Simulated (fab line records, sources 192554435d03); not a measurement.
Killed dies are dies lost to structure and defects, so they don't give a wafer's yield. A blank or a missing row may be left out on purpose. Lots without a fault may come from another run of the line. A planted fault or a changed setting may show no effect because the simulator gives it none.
Which tool did it? | flow n5_finfet | 10 lots, 30 wafers sampled, at 5 steps of a route of 1938

WHAT THE GAUGES READ, wafer by wafer
N5_BEOL_M14_CD_MEAS_28: target cd 284.4 nm.
lot  | measured     | on        | cd_nm (nm)
L704 | day 11 00:05 | cd_sem-03 | 283.1 283.6 284.2
L707 | day 11 14:50 | cd_sem-02 | 284.2 285.0 287.2
L708 | day 11 22:13 | cd_sem-02 | 283.5 284.1 284.4
L713 | day 13 19:06 | cd_sem-01 | 281.8 285.3 282.7
L718 | day 14 15:10 | cd_sem-03 | 283.3 285.7 285.3
L719 | day 14 20:59 | cd_sem-03 | 284.1 283.0 282.5
L724 | day 16 00:46 | cd_sem-02 | 288.8 285.6 283.7
L721 | day 16 04:36 | cd_sem-02 | 283.3 284.5 282.1
L722 | day 16 05:10 | cd_sem-03 | 281.4 282.9 282.5
L725 | day 16 20:47 | cd_sem-02 | 284.6 283.4 286.2

N5_BEOL_M14_OVL_MEAS_29.
lot  | measured     | on         | M14_OVL (nm)
L704 | day 11 00:07 | overlay-02 | 1 2 3
L707 | day 11 14:52 | overlay-01 | 5 5 5
L708 | day 11 22:15 | overlay-02 | 8 7 5
L713 | day 13 19:08 | overlay-01 | -4 2 -2
L718 | day 14 15:11 | overlay-01 | -10 3 -1
L719 | day 14 21:01 | overlay-01 | -10 -16 -8
L724 | day 16 00:47 | overlay-01 | -6 -8 -5
L721 | day 16 04:38 | overlay-01 | -3 -6 -5
L722 | day 16 05:11 | overlay-01 | 0 -3 -2
L725 | day 16 20:49 | overlay-02 | -3 -2 -1

N5_BEOL_M14_INSPECT_30: inspects for defects (macro).
lot  | measured     | on                | raw_defect_count
L704 | day 11 00:08 | defect_inspect-01 | 4 3 1
L707 | day 11 14:54 | defect_inspect-01 | 2 3 1
L708 | day 11 22:16 | defect_inspect-02 | 4 1 1
L713 | day 13 19:09 | defect_inspect-01 | 0 3 1
L718 | day 14 15:13 | defect_inspect-02 | >300 >300 >300
L719 | day 14 21:02 | defect_inspect-02 | >300 >300 >300
L724 | day 16 00:49 | defect_inspect-01 | 1 2 2
L721 | day 16 04:39 | defect_inspect-02 | 1 2 0
L722 | day 16 05:13 | defect_inspect-01 | 0 3 1
L725 | day 16 20:50 | defect_inspect-01 | 0 4 2

WHICH TOOL RAN EACH LOT (tool, then ch and the chambers of the sampled wafers, then the start)
lot  | N5_BEOL_M14_VIA_ETCH_16            | N5_BEOL_M14_STRIP_63
L704 | rie_diel-04 ch 0,1,3, day 10 23:24 | rie_diel-04 ch 0,1,3, day 10 23:00
L707 | rie_diel-04 ch 0,2, day 11 14:10   | rie_diel-04 ch 0,2, day 11 14:00
L708 | rie_diel-01 ch 0,2,3, day 11 21:32 | rie_diel-01 ch 0,2,3, day 11 21:00
L713 | rie_diel-01 ch 1,2,3, day 13 18:25 | rie_diel-01 ch 1,2,3, day 13 18:00
L718 | rie_diel-04 ch 1,2, day 14 14:22   | rie_diel-04 ch 1,2, day 14 14:00
L719 | rie_diel-04 ch 0,2,3, day 14 20:11 | rie_diel-04 ch 0,2,3, day 14 20:00
L724 | rie_diel-03 ch 1,2,3, day 15 23:57 | rie_diel-03 ch 1,2,3, day 16 00:00
L721 | rie_diel-03 ch 1,2,3, day 16 03:55 | rie_diel-03 ch 1,2,3, day 16 04:00
L722 | rie_diel-03 ch 2,3, day 16 04:22   | rie_diel-03 ch 2,3, day 16 04:00
L725 | rie_diel-03 ch 0,1,2, day 16 20:06 | rie_diel-03 ch 0,1,2, day 16 20:00
- N5_BEOL_M14_VIA_ETCH_16: etches SiO2 in C4F8/O2/Ar, target depth 1231.3 nm.
- N5_BEOL_M14_STRIP_63: strips in O2.

WHAT THE TOOLS THEMSELVES READ (means of the sampled wafers that have a number; where no wafer has one, the mark that the record gives instead)
N5_BEOL_M14_VIA_ETCH_16.
lot  | tool        | C4F8_flow_sccm (sccm) | drypump_motor_current_A (A) | oes_f_703_au (a.u.) | oes_product_au (a.u.) | rf_fwd_power_W (W) | rf_vpp_V (V) | showerhead_plenum_p_Torr (Torr) | throttle_valve_pct (%)
L704 | rie_diel-04 | 15.97                 | 6.0                         | 0.75                | 0.68                  | 1896               | 2229         | 3.48                            | 31.02
L707 | rie_diel-04 | 15.95                 | 6.1                         | 0.87                | 0.79                  | 1899               | 2238         | 3.39                            | 30.62
L708 | rie_diel-01 | 16.01                 | 5.6                         | 0.74                | 0.68                  | 1902               | 2201         | 3.45                            | 30.88
L713 | rie_diel-01 | 16.01                 | 5.4                         | 0.82                | 0.73                  | 1897               | 2216         | 3.48                            | 30.85
L718 | rie_diel-04 | 16.05                 | 6.1                         | 0.84                | 0.77                  | 1905               | 2256         | 3.41                            | 30.72
L719 | rie_diel-04 | 16.01                 | 6.0                         | 0.86                | 0.77                  | 1899               | 2228         | 3.42                            | 30.72
L724 | rie_diel-03 | 16.02                 | 5.5                         | 0.76                | 0.68                  | 1900               | 2199         | 3.43                            | 30.63
L721 | rie_diel-03 | 16.02                 | 5.5                         | 0.76                | 0.68                  | 1898               | 2200         | 3.43                            | 30.62
L722 | rie_diel-03 | 15.99                 | 5.7                         | 0.81                | 0.72                  | 1904               | 2170         | 3.46                            | 30.67
L725 | rie_diel-03 | 15.99                 | 5.3                         | 0.72                | 0.64                  | 1898               | 2213         | 3.45                            | 30.59

N5_BEOL_M14_STRIP_63.
lot  | tool        | drypump_motor_current_A (A) | o2_flow_sccm (sccm) | oes_product_au (a.u.) | rf_vpp_V (V) | showerhead_plenum_p_Torr (Torr) | temp_c (C) | throttle_valve_pct (%)
L704 | rie_diel-04 | 6.0                         | 224.7               | 0.75                  | 2.8          | 2.13                            | 59.99      | 16.87
L707 | rie_diel-04 | 6.1                         | 224.9               | 0.88                  | 3.9          | 2.08                            | 59.92      | 16.52
L708 | rie_diel-01 | 5.6                         | 224.8               | 0.75                  | 3.8          | 2.10                            | 59.90      | 16.67
L713 | rie_diel-01 | 5.4                         | 225.2               | 0.80                  | 4.1          | 2.12                            | 60.08      | 16.57
L718 | rie_diel-04 | 6.1                         | 225.4               | 0.85                  | 3.4          | 2.08                            | 59.99      | 16.50
L719 | rie_diel-04 | 6.0                         | 225.0               | 0.86                  | 3.5          | 2.10                            | 60.01      | 16.60
L724 | rie_diel-03 | 5.5                         | 224.8               | 0.75                  | 3.8          | 2.09                            | 60.00      | 16.56
L721 | rie_diel-03 | 5.5                         | 224.7               | 0.76                  | 3.6          | 2.09                            | 60.04      | 16.57
L722 | rie_diel-03 | 5.7                         | 225.3               | 0.79                  | 4.1          | 2.12                            | 59.92      | 16.57
L725 | rie_diel-03 | 5.3                         | 224.7               | 0.71                  | 4.2          | 2.10                            | 60.02      | 16.62

THE ANSWER, worked out from the rows above alone
Rule: what is usual is taken from the lots themselves. Put in order of their means at a reading, lots are off if they are a third of the lots or fewer, leave a main group of 4 or more, and stand apart from it by a gap of 3 or more times the standard deviation of the main group's means; of several such gaps the widest counts. A main group whose means are all the same, to the digits that the tables above print for the reading, isn't used. A lot without any number at a reading at which 4 lots or more have one is off too. The other lots that the step has rows for count as sound. The gauges are gone through in route order, then the tools' own readings, and for those a lot's mean is taken as printed above. The first step at which some lot is off is used, and at that step the reading that is off furthest; a lot without a number counts as furthest.
Off: L718, L719, at N5_BEOL_M14_INSPECT_30 (raw_defect_count). Without a number there: L718, L719. The main group: mean 1.8, standard deviation 0.49.
A tool fits if, at a process step before that reading, it ran every lot that is off, and no sound lot after the first of them. The gauges at N5_BEOL_M14_INSPECT_30 are tried like those tools. One fits: rie_diel-04 at N5_BEOL_M14_VIA_ETCH_16 and N5_BEOL_M14_STRIP_63. At N5_BEOL_M14_VIA_ETCH_16 its last sound lot is L707 (day 11 14:10), its first lot that is off L718 (day 14 14:22): a fault that began between those two fits.

WHAT THE SIMULATOR HAD PUT IN
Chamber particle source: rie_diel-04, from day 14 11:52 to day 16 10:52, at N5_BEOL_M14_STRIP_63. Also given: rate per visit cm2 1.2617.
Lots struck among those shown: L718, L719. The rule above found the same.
